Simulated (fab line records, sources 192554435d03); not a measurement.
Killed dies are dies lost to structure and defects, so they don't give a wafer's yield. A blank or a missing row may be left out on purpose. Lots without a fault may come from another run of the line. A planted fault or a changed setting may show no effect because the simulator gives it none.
Split-lot experiment | flow n5_finfet | 7 lots, 39 wafers read, on a route of 1938 steps

THE SPLIT
At N5_FIN_CUT_CUT_ETCH_15 (etches Si in HBr/Cl2/O2, target depth 100 nm, bt time 10 s, time 42.4 s), the setting time_s was moved away from the recipe's 42.4 s on 18 of the 39 wafers read, by -18.6% to +23.3%. The other wafers ran this setting at the recipe's value.

The reading is taken at the split's own step.

THE READING
SOC_of_FIN_CUT_COAT_18.thk_nm (the simulator's own value, which no gauge read), in nm, at N5_FIN_CUT_CUT_ETCH_15 (etches Si in HBr/Cl2/O2, target depth 100 nm, bt time 10 s, time 42.4 s). The file gives no usual value for it. The 21 wafers here that ran the recipe average 169.4 nm, standard deviation 0.8 nm.

wafer  | tool, chamber at the split | time_s as run, s | against the recipe | SOC_of_FIN_CUT_COAT_18.thk_nm, nm | against lot-mates on the recipe
L074.1 | rie_si-06, 1               | 42.4             | recipe             | 170                               | -
L074.2 | rie_si-06, 2               | 42.4             | recipe             | 167.8                             | -
L074.3 | rie_si-06, 0               | 42.4             | recipe             | 168.8                             | -
L074.4 | rie_si-06, 3               | 46.23            | +9.0%              | 163                               | -5.9
L074.5 | rie_si-06, 3               | 46.23            | +9.0%              | 165.2                             | -3.7
L074.6 | rie_si-06, 2               | 46.23            | +9.0%              | 165.4                             | -3.5
L076.1 | rie_si-03, 1               | 42.4             | recipe             | 169                               | -
L076.2 | rie_si-03, 3               | 52.3             | +23.3%             | 161.6                             | -8.2
L076.3 | rie_si-03, 0               | 42.4             | recipe             | 170.8                             | -
L076.4 | rie_si-03, 2               | 52.3             | +23.3%             | 160.6                             | -9.2
L076.5 | rie_si-03, 3               | 52.3             | +23.3%             | 161.4                             | -8.4
L076.6 | rie_si-03, 2               | 42.4             | recipe             | 169.6                             | -
L078.1 | rie_si-01, 0               | 38.72            | -8.7%              | 176                               | +7.2
L078.2 | rie_si-01, 3               | 38.72            | -8.7%              | 171.6                             | +2.8
L078.3 | rie_si-01, 2               | 42.4             | recipe             | 168.8                             | -
L078.4 | rie_si-01, 1               | 42.4             | recipe             | 169.2                             | -
L078.5 | rie_si-01, 1               | 38.72            | -8.7%              | 173                               | +4.2
L078.6 | rie_si-01, 2               | 42.4             | recipe             | 168.4                             | -
L079.1 | rie_si-03, 2               | 42.4             | recipe             | 170.2                             | -
L079.3 | rie_si-03, 0               | 42.4             | recipe             | 170.4                             | -
L079.6 | rie_si-03, 1               | 42.4             | recipe             | 170.2                             | -
L089.1 | rie_si-06, 0               | 49.79            | +17.4%             | 163.6                             | -5.5
L089.2 | rie_si-06, 2               | 49.79            | +17.4%             | 162                               | -7.1
L089.3 | rie_si-06, 3               | 42.4             | recipe             | 168.8                             | -
L089.4 | rie_si-06, 1               | 49.79            | +17.4%             | 163.4                             | -5.7
L089.5 | rie_si-06, 1               | 42.4             | recipe             | 169                               | -
L089.6 | rie_si-06, 0               | 42.4             | recipe             | 169.6                             | -
L094.1 | rie_si-06, 2               | 42.4             | recipe             | 168.6                             | -
L094.2 | rie_si-06, 1               | 42.4             | recipe             | 169.2                             | -
L094.3 | rie_si-06, 3               | 49.61            | +17.0%             | 161.8                             | -7.1
L094.4 | rie_si-06, 0               | 49.61            | +17.0%             | 160.8                             | -8.1
L094.5 | rie_si-06, 1               | 42.4             | recipe             | 169                               | -
L094.6 | rie_si-06, 0               | 49.61            | +17.0%             | 161.2                             | -7.7
L095.1 | rie_si-03, 1               | 34.53            | -18.6%             | 176.8                             | +6.5
L095.2 | rie_si-03, 0               | 34.53            | -18.6%             | 177.4                             | +7.1
L095.3 | rie_si-03, 2               | 42.4             | recipe             | 170.4                             | -
L095.4 | rie_si-03, 3               | 34.53            | -18.6%             | 178.6                             | +8.3
L095.5 | rie_si-03, 3               | 42.4             | recipe             | 170.8                             | -
L095.6 | rie_si-03, 0               | 42.4             | recipe             | 169.8                             | -

THE FIT
A straight line over all 39 wafers: SOC_of_FIN_CUT_COAT_18.thk_nm changes by -0.413 nm for each +1% of time_s; r = -0.97; the points scatter about the line by 1.1 nm.
The same after taking each lot's own level away (the mean of its wafers on the recipe; 39 wafers): -0.4 nm for each +1%; r = -0.98; scatter 0.98 nm.
On that fit, the largest move of time_s shifts the reading by 9.4 nm.
The lots' own levels span 168.80 to 170.33 nm, that is 1.9 times the standard deviation above.
So the lot-to-lot level changes the slope little: the two slopes agree.
Check: with one of the wafers moved furthest among these (+23.3%) left out of the fit, the line predicts -9.4 nm for it against its lot-mates. It came out at -8.2 nm against them.

OTHER SPLITS ON THESE WAFERS
These wafers also went through other splits before the reading. Each is held against what the fit with the lots' levels taken away leaves over:
other split on the same wafers | wafers away from the commonest value | r with SOC_of_FIN_CUT_COAT_18.thk_nm (lot level and that fit taken away)
N5_WELL_APT_EXPOSE_22 dose_mj  | 15                                   | -0.03
N5_FIN_SAQP_EXPOSE_13 dose_mj  | 15                                   | +0.29

THE WHOLE CHAIN: every reading that the file lists as answering this split, in the file's order
step                   | what it does                                                            | reading                                                                        | change (the file's fit)               | r (the file's)
N5_FIN_CUT_CUT_ETCH_15 | etches Si in HBr/Cl2/O2, target depth 100 nm, bt time 10 s, time 42.4 s | FIN_CUT.feature_depth_nm (the simulator's own value, which no gauge read)      | +1.01 nm for each +1% of the setting  | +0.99
N5_FIN_CUT_CUT_ETCH_15 | etches Si in HBr/Cl2/O2, target depth 100 nm, bt time 10 s, time 42.4 s | etch.depth_nm (the simulator's own value, which no gauge read)                 | +1.01 nm for each +1% of the setting  | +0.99
N5_FIN_CUT_CUT_ETCH_15 | etches Si in HBr/Cl2/O2, target depth 100 nm, bt time 10 s, time 42.4 s | SOC_of_FIN_CUT_COAT_18.thk_nm (the simulator's own value, which no gauge read) | -0.398 nm for each +1% of the setting | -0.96

THE FILE'S OWN FIT
SOC_of_FIN_CUT_COAT_18.thk_nm changes by -0.398 nm for each +1% of time_s, r = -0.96.
